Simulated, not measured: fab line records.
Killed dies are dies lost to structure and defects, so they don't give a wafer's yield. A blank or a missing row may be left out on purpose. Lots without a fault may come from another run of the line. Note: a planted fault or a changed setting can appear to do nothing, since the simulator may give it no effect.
The tool behind it: which one? :: flow nandHarc :: 13 lots with 38 wafers sampled at 5 steps, on a route of 1302 steps

WHAT THE GAUGES SHOWED, per wafer
NHARC_P_BONDPAD_THK_MEAS_20: measures by xrf.
lot: L997
measured: day 7 02:19
on: filmMetro-02
thkNm (nm): 160.7 160.3 160.4

lot: L999
measured: day 7 12:42
on: filmMetro-01
thkNm (nm): 161.5 158.3 155.5

lot: L100
measured: day 7 21:11
on: filmMetro-01
thkNm (nm): 159.1 160.6 158.3

lot: L101
measured: day 8 14:01
on: filmMetro-01
thkNm (nm): 161.4 159.7 161.3

lot: L103
measured: day 9 04:51
on: filmMetro-02
thkNm (nm): 160.2 160.4 160.7

lot: L104
measured: day 9 17:13
on: filmMetro-02
thkNm (nm): 159.9 161.6 158.9

lot: L105
measured: day 10 04:35
on: filmMetro-01
thkNm (nm): 158.8 162.4 160.7

lot: L107
measured: day 11 01:44
on: filmMetro-01
thkNm (nm): 160.8 160.1

lot: L115
measured: day 14 00:16
on: filmMetro-02
thkNm (nm): 159.6 159.0 158.7

lot: L116
measured: day 14 16:46
on: filmMetro-01
thkNm (nm): 159.2 156.4 158.4

lot: L117
measured: day 14 22:46
on: filmMetro-02
thkNm (nm): 161.9 161.9 160.9

lot: L118
measured: day 15 14:16
on: filmMetro-01
thkNm (nm): 161.0 161.2 158.5

lot: L119
measured: day 16 05:44
on: filmMetro-01
thkNm (nm): 158.1 158.0 156.9

NHARC_A_ONON_D1_THK_MEAS_02: measures by ellipsometry.
lot: L997
measured: day 8 01:46
on: filmMetro-02
thkNm (nm): 1000 999 997

lot: L999
measured: day 8 12:07
on: filmMetro-01
thkNm (nm): 1008 1007 1008

lot: L100
measured: day 8 21:26
on: filmMetro-02
thkNm (nm): 983 984 985

lot: L101
measured: day 9 14:05
on: filmMetro-01
thkNm (nm): 984 982 983

lot: L103
measured: day 10 06:53
on: filmMetro-02
thkNm (nm): 976 976 976

lot: L104
measured: day 10 17:14
on: filmMetro-02
thkNm (nm): 1021 1021 1021

lot: L105
measured: day 11 03:23
on: filmMetro-02
thkNm (nm): 1000 1000 1001

lot: L107
measured: day 12 03:17
on: filmMetro-02
thkNm (nm): 999 712

lot: L115
measured: day 15 01:40
on: filmMetro-02
thkNm (nm): 979 979 978

lot: L116
measured: day 15 16:35
on: filmMetro-01
thkNm (nm): 1018 1018 1017

lot: L117
measured: day 16 00:13
on: filmMetro-02
thkNm (nm): 997 997 999

lot: L118
measured: day 16 14:38
on: filmMetro-01
thkNm (nm): 1003 1003 1004

lot: L119
measured: day 17 05:17
on: filmMetro-02
thkNm (nm): 996 999 998

EACH LOT AND THE TOOL THAT RAN IT (in order: tool; ch and the chambers of the sampled wafers; start)
lot: L997
NHARC_P_BONDPAD_ETCH_24: rieDiel-02 ch 0,2, day 7 01:59 or earlier
NHARC_P_BONDPAD_CMP_19: cmp-04 ch 2,3, day 7 01:59
NHARC_A_ONON_D1_DEP_00: pecvdOnon-01 ch 0, day 8 01:19

lot: L999
NHARC_P_BONDPAD_ETCH_24: rieDiel-03 ch 2,3, day 7 12:26 or earlier
NHARC_P_BONDPAD_CMP_19: cmp-03 ch 0,1,3, day 7 12:26
NHARC_A_ONON_D1_DEP_00: pecvdOnon-02 ch 0, day 8 11:37

lot: L100
NHARC_P_BONDPAD_ETCH_24: rieDiel-02 ch 0,3, day 7 20:53 or earlier
NHARC_P_BONDPAD_CMP_19: cmp-02 ch 1,2, day 7 20:53
NHARC_A_ONON_D1_DEP_00: pecvdOnon-03 ch 0, day 8 20:56

lot: L101
NHARC_P_BONDPAD_ETCH_24: rieDiel-03 ch 1,3, day 8 12:10
NHARC_P_BONDPAD_CMP_19: cmp-03 ch 1,2,3, day 8 13:46
NHARC_A_ONON_D1_DEP_00: pecvdOnon-02 ch 0, day 9 13:38

lot: L103
NHARC_P_BONDPAD_ETCH_24: rieDiel-03 ch 0,2, day 9 04:32 or earlier
NHARC_P_BONDPAD_CMP_19: cmp-02 ch 0,1,2, day 9 04:32
NHARC_A_ONON_D1_DEP_00: pecvdOnon-03 ch 0, day 10 06:22

lot: L104
NHARC_P_BONDPAD_ETCH_24: rieDiel-03 ch 0,2,3, day 9 16:53 or earlier
NHARC_P_BONDPAD_CMP_19: cmp-02 ch 0,2,3, day 9 16:53
NHARC_A_ONON_D1_DEP_00: pecvdOnon-02 ch 0, day 10 16:43

lot: L105
NHARC_P_BONDPAD_ETCH_24: rieDiel-03 ch 0,2, day 10 04:16 or earlier
NHARC_P_BONDPAD_CMP_19: cmp-03 ch 0,1, day 10 04:16
NHARC_A_ONON_D1_DEP_00: pecvdOnon-03 ch 0, day 11 02:56

lot: L107
NHARC_P_BONDPAD_ETCH_24: rieDiel-04 ch 0,2, day 10 23:55
NHARC_P_BONDPAD_CMP_19: cmp-02 ch 0,1, day 11 01:27
NHARC_A_ONON_D1_DEP_00: pecvdOnon-03 ch 0, day 12 02:46

lot: L115
NHARC_P_BONDPAD_ETCH_24: rieDiel-02 ch 0,2,3, day 13 23:59 or earlier
NHARC_P_BONDPAD_CMP_19: cmp-04 ch 0,1,2, day 13 23:59
NHARC_A_ONON_D1_DEP_00: pecvdOnon-02 ch 0, day 15 01:09

lot: L116
NHARC_P_BONDPAD_ETCH_24: rieDiel-03 ch 0,1,2, day 14 16:29 or earlier
NHARC_P_BONDPAD_CMP_19: cmp-02 ch 1,2,3, day 14 16:29
NHARC_A_ONON_D1_DEP_00: pecvdOnon-02 ch 0, day 15 16:04

lot: L117
NHARC_P_BONDPAD_ETCH_24: rieDiel-02 ch 2,3, day 14 22:26 or earlier
NHARC_P_BONDPAD_CMP_19: cmp-04 ch 0,2,3, day 14 22:26
NHARC_A_ONON_D1_DEP_00: pecvdOnon-03 ch 0, day 15 23:43

lot: L118
NHARC_P_BONDPAD_ETCH_24: rieDiel-04 ch 0,2,3, day 15 13:57 or earlier
NHARC_P_BONDPAD_CMP_19: cmp-02 ch 0,2, day 15 13:57
NHARC_A_ONON_D1_DEP_00: pecvdOnon-01 ch 0, day 16 14:07

lot: L119
NHARC_P_BONDPAD_ETCH_24: rieDiel-03 ch 2,3, day 16 05:27 or earlier
NHARC_P_BONDPAD_CMP_19: cmp-02 ch 1,2,3, day 16 05:27
NHARC_A_ONON_D1_DEP_00: pecvdOnon-03 ch 0, day 17 04:49
- NHARC_P_BONDPAD_ETCH_24: etches the open film in CF4/N2, target depth 30 nm, time 72.99 s.
- NHARC_P_BONDPAD_CMP_19: polishes, t overpolish 30 s, cu recess touch 16 s, target thk 160.81 nm.
- NHARC_A_ONON_D1_DEP_00: target thk 1000 nm.

AS READ BY THE TOOLS THEMSELVES (means over the sampled wafers that have a number; for cases with no such wafer, the mark the record gives instead)
NHARC_P_BONDPAD_ETCH_24.
lot: L997
tool: rieDiel-02
drypumpMotorCurrentA (A): 6.3
oesProductAu (a.u.): 1.004
rfVppV (V): 311.5
showerheadPlenumPTorr (Torr): 2.47
throttleValvePct (%): 19.797

lot: L999
tool: rieDiel-03
drypumpMotorCurrentA (A): 5.7
oesProductAu (a.u.): 0.995
rfVppV (V): 316.5
showerheadPlenumPTorr (Torr): 2.73
throttleValvePct (%): 19.805

lot: L100
tool: rieDiel-02
drypumpMotorCurrentA (A): 5.2
oesProductAu (a.u.): 1.000
rfVppV (V): 315.6
showerheadPlenumPTorr (Torr): 2.69
throttleValvePct (%): 19.800

lot: L101
tool: rieDiel-03
drypumpMotorCurrentA (A): 6.2
oesProductAu (a.u.): 1.002
rfVppV (V): 315.1
showerheadPlenumPTorr (Torr): 2.68
throttleValvePct (%): 19.788

lot: L103
tool: rieDiel-03
drypumpMotorCurrentA (A): 5.6
oesProductAu (a.u.): 0.998
rfVppV (V): 312.3
showerheadPlenumPTorr (Torr): 2.53
throttleValvePct (%): 19.801

lot: L104
tool: rieDiel-03
drypumpMotorCurrentA (A): 5.6
oesProductAu (a.u.): 1.009
rfVppV (V): 313.8
showerheadPlenumPTorr (Torr): 2.63
throttleValvePct (%): 19.796

lot: L105
tool: rieDiel-03
drypumpMotorCurrentA (A): 5.4
oesProductAu (a.u.): 1.001
rfVppV (V): 312.4
showerheadPlenumPTorr (Torr): 2.54
throttleValvePct (%): 19.793

lot: L107
tool: rieDiel-04
drypumpMotorCurrentA (A): 6.6
oesProductAu (a.u.): 1.002
rfVppV (V): 315.0
showerheadPlenumPTorr (Torr): 2.65
throttleValvePct (%): 19.798

lot: L115
tool: rieDiel-02
drypumpMotorCurrentA (A): 5.7
oesProductAu (a.u.): 1.003
rfVppV (V): 313.5
showerheadPlenumPTorr (Torr): 2.59
throttleValvePct (%): 19.795

lot: L116
tool: rieDiel-03
drypumpMotorCurrentA (A): 5.8
oesProductAu (a.u.): 0.992
rfVppV (V): 312.1
showerheadPlenumPTorr (Torr): 2.56
throttleValvePct (%): 19.798

lot: L117
tool: rieDiel-02
drypumpMotorCurrentA (A): 5.2
oesProductAu (a.u.): 1.002
rfVppV (V): 315.6
showerheadPlenumPTorr (Torr): 2.71
throttleValvePct (%): 19.791

lot: L118
tool: rieDiel-04
drypumpMotorCurrentA (A): 6.2
oesProductAu (a.u.): 0.999
rfVppV (V): 313.3
showerheadPlenumPTorr (Torr): 2.64
throttleValvePct (%): 19.797

lot: L119
tool: rieDiel-03
drypumpMotorCurrentA (A): 5.4
oesProductAu (a.u.): 0.989
rfVppV (V): 315.0
showerheadPlenumPTorr (Torr): 2.65
throttleValvePct (%): 19.793

NHARC_P_BONDPAD_CMP_19.
lot: L997
tool: cmp-04
motorCurrentA (A): 12.9
overpolishRunS (s): 29.999

lot: L999
tool: cmp-03
motorCurrentA (A): 11.3
overpolishRunS (s): 30.003

lot: L100
tool: cmp-02
motorCurrentA (A): 11.9
overpolishRunS (s): 30.003

lot: L101
tool: cmp-03
motorCurrentA (A): 11.6
overpolishRunS (s): 29.996

lot: L103
tool: cmp-02
motorCurrentA (A): 12.2
overpolishRunS (s): 30.001

lot: L104
tool: cmp-02
motorCurrentA (A): 12.4
overpolishRunS (s): 29.999

lot: L105
tool: cmp-03
motorCurrentA (A): 11.7
overpolishRunS (s): 30.007

lot: L107
tool: cmp-02
motorCurrentA (A): 12.2
overpolishRunS (s): 29.995

lot: L115
tool: cmp-04
motorCurrentA (A): 13.3
overpolishRunS (s): 30.005

lot: L116
tool: cmp-02
motorCurrentA (A): 11.4
overpolishRunS (s): 30.000

lot: L117
tool: cmp-04
motorCurrentA (A): 12.7
overpolishRunS (s): 29.999

lot: L118
tool: cmp-02
motorCurrentA (A): 12.3
overpolishRunS (s): 30.000

lot: L119
tool: cmp-02
motorCurrentA (A): 11.3
overpolishRunS (s): 29.996

NHARC_A_ONON_D1_DEP_00.
lot: L997
tool: pecvdOnon-01
nh3FlowSccm (sccm): 499.0
susceptorTempC (C): 399.87

lot: L999
tool: pecvdOnon-02
nh3FlowSccm (sccm): 498.7
susceptorTempC (C): 399.76

lot: L100
tool: pecvdOnon-03
nh3FlowSccm (sccm): 500.1
susceptorTempC (C): 399.85

lot: L101
tool: pecvdOnon-02
nh3FlowSccm (sccm): 498.0
susceptorTempC (C): 399.93

lot: L103
tool: pecvdOnon-03
nh3FlowSccm (sccm): 502.0
susceptorTempC (C): 399.96

lot: L104
tool: pecvdOnon-02
nh3FlowSccm (sccm): 500.1
susceptorTempC (C): 400.28

lot: L105
tool: pecvdOnon-03
nh3FlowSccm (sccm): 500.9
susceptorTempC (C): 400.32

lot: L107
tool: pecvdOnon-03
nh3FlowSccm (sccm): 499.5
susceptorTempC (C): 400.10

lot: L115
tool: pecvdOnon-02
nh3FlowSccm (sccm): 498.1
susceptorTempC (C): 400.22

lot: L116
tool: pecvdOnon-02
nh3FlowSccm (sccm): 499.5
susceptorTempC (C): 399.99

lot: L117
tool: pecvdOnon-03
nh3FlowSccm (sccm): 498.8
susceptorTempC (C): 399.74

lot: L118
tool: pecvdOnon-01
nh3FlowSccm (sccm): 499.9
susceptorTempC (C): 399.77

lot: L119
tool: pecvdOnon-03
nh3FlowSccm (sccm): 502.1
susceptorTempC (C): 399.88

THE ANSWER, worked out from the rows above alone
Rule: the usual values come from the lots themselves. The widest of any qualifying gaps counts: lots, ordered by their means at a reading, are off when they make up no more than a third of the lots, leave a main group of 4 or more, and stand apart from it by 3 or more times the standard deviation of that group's means. Not used: any main group whose means are identical at the precision the tables above print for the reading. Also off: a lot with no number at a reading for which 4 or more lots have one. The other lots that the step has rows for count as sound. First the gauges in route order, then the tools' own readings, where a lot's mean is used as printed above. The first step at which some lot is off is used, and at that step the reading that is off furthest; a lot without a number counts as furthest.
Off: L107, at NHARC_A_ONON_D1_THK_MEAS_02 (thkNm). For the main group the mean is 997 nm and the standard deviation 14.
A tool fits if, at a process step before that reading, it ran every lot that is off, and no sound lot after the first of them. The gauges at NHARC_A_ONON_D1_THK_MEAS_02 are tried like those tools. NHARC_P_BONDPAD_ETCH_24: start missing for some lots; hours and lot order therefore follow NHARC_P_BONDPAD_CMP_19. No candidate that was tried fits.

WHAT WAS PUT IN BY THE SIMULATOR
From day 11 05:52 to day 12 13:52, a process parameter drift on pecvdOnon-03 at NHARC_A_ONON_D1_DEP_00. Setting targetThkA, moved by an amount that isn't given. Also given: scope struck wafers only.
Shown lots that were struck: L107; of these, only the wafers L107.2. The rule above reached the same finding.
